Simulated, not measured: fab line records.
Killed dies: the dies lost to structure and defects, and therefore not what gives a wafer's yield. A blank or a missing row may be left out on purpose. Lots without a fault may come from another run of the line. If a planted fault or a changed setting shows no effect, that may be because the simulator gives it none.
Matching of chambers + flow n5-finfet + N5_HKMG_FIN_CVD_62 on thermal-cvd-si-01: 3 sister chambers
The step deposits a-Si from Si2H6, target thk 3 nm, time 20.8 s. 3 wafers are shown with their chamber, then 12 later ones without.

WAFERS PAIRED WITH THEIR CHAMBERS
| wafer  | chamber | heater-power-w (W) |
|--------|---------|--------------------|
| L083.6 | 1       | 1584               |
| L085.3 | 0       | 1574               |
| L089.5 | 2       | 1361               |

WAFERS WITHOUT THEIR CHAMBER
| wafer  | heater-power-w (W) |
|--------|--------------------|
| L091.1 | 1341               |
| L091.4 | 1325               |
| L091.6 | 1576               |
| L093.1 | 1367               |
| L093.3 | 1578               |
| L093.5 | 1596               |
| L095.1 | 1617               |
| L095.2 | 1593               |
| L095.4 | 1589               |
| L097.4 | 1339               |
| L097.5 | 1622               |
| L097.6 | 1590               |

WHICH CHAMBER EACH ONE RAN IN
| wafer  | from the rows above     | in truth |
|--------|-------------------------|----------|
| L091.1 | 2                       | 2        |
| L091.4 | 2                       | 2        |
| L091.6 | can't be placed: 0 or 1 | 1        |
| L093.1 | 2                       | 2        |
| L093.3 | can't be placed: 0 or 1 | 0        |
| L093.5 | can't be placed: 1 or 0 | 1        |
| L095.1 | can't be placed: 1 or 0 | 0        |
| L095.2 | can't be placed: 1 or 0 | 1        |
| L095.4 | can't be placed: 1 or 0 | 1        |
| L097.4 | 2                       | 2        |
| L097.5 | can't be placed: 1 or 0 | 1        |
| L097.6 | can't be placed: 1 or 0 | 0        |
4 of 12 placed correctly. Not placeable from these rows: 8 (in 8, the candidates include the true chamber). Placed wrongly: 0.
How it was worked out, from the rows above alone: a wafer's distance from a chamber is the root of the sum, over the readings, of the square of ((its reading less the chamber's mean) divided by the reading's scatter). If the next closest chamber is less than 2 further off than the closest, the wafer can't be placed; otherwise it belongs to the closest. For every chamber, the mean is computed from those of its wafers that are shown. The scatter: with one shown wafer a chamber, the root of the mean of the squares of how far each hidden wafer lies from its nearest shown one.
